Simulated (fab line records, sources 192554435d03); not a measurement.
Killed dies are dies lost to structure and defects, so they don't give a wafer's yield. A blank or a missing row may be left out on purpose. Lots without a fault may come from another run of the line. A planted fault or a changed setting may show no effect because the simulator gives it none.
One fault seen from 3 desks | flow n5_finfet | each desk has only its own numbers; what lay behind them comes last

THE TOOL OWNER'S DESK: pvd_sputter-03
The tool's own readings at N5_PASSIVATION_AL_DEP_21 (deposits Al, target thk 2800 nm, time 170 s): means of the sampled wafers that have a number, for each lot that ran on this tool. A lot is out of limits, marked OUT, if its mean lies more than 4 standard deviations from the usual mean; the brackets give that distance.
Columns: A = susceptor_temp_C at N5_PASSIVATION_AL_DEP_21, usual 400.03 C; B = throttle_valve_pct at N5_PASSIVATION_AL_DEP_21, usual 30.2 %
lot  | first seen here | A      | B
L637 | day 13 08:26    | 400.02 | 30.4
L647 | day 16 13:43    | 400.26 | 30.1
L650 | day 16 22:42    | -      | 31.9
This desk's finding: nothing out of limits on any of the 3 lots.

THE DEFECT DESK
What the inspections along the route counted, lot by lot: means of the sampled wafers that have a number. A lot is out of limits, marked OUT, if its mean lies more than 4 standard deviations from the usual mean; the brackets give that distance.
Columns: A = raw_defect_count at N5_PASSIVATION_INSPECT_61, usual 2.1; B = raw_defect_count at N5_PASSIVATION_INSPECT_64, usual 2.0
lot  | first seen here | A   | B
L637 | day 13 06:49    | 2.0 | 1.0
L640 | day 15 05:06    | 3.3 | 2.7
L646 | day 16 09:14    | 1.3 | 3.3
L647 | day 16 12:49    | 1.0 | 1.0
L650 | day 16 21:19    | 2.0 | 2.0
L652 | day 17 12:14    | 1.0 | 2.3
This desk's finding: nothing out of limits on any of the 6 lots.

THE METROLOGY DESK
What the gauges read, lot by lot, whatever tool the lot ran on: means of the sampled wafers that have a number. A lot is out of limits, marked OUT, if its mean lies more than 4 standard deviations from the usual mean; the brackets give that distance.
Columns: A = TV_OVL at N5_PASSIVATION_OVL_MEAS_60, usual -2 nm; B = cd_nm at N5_PASSIVATION_CD_MEAS_30, usual 3999.7 nm; C = PAD_OVL at N5_PASSIVATION_OVL_MEAS_63, usual -3 nm; D = cd_nm at N5_PASSIVATION_CD_MEAS_44, usual 40001 nm
lot  | first seen here | A   | B      | C   | D
L637 | day 13 06:48    | -2  | 4001.8 | -13 | 40002
L640 | day 15 05:05    | 1   | 3999.3 | -0  | 40002
L646 | day 16 09:12    | -15 | 4001.6 | -0  | 40003
L647 | day 16 12:47    | -5  | 4000.6 | -5  | 40004
L650 | day 16 21:17    | -8  | 3997.4 | -4  | 40000
L652 | day 17 12:12    | -2  | 3999.9 | -2  | 39999
This desk's finding: nothing out of limits on any of the 6 lots.

PUT TOGETHER
The tool owner's desk saw nothing out of limits.
The defect desk saw nothing out of limits.
The metrology desk saw nothing out of limits.

WHAT THE SIMULATOR HAD PUT IN
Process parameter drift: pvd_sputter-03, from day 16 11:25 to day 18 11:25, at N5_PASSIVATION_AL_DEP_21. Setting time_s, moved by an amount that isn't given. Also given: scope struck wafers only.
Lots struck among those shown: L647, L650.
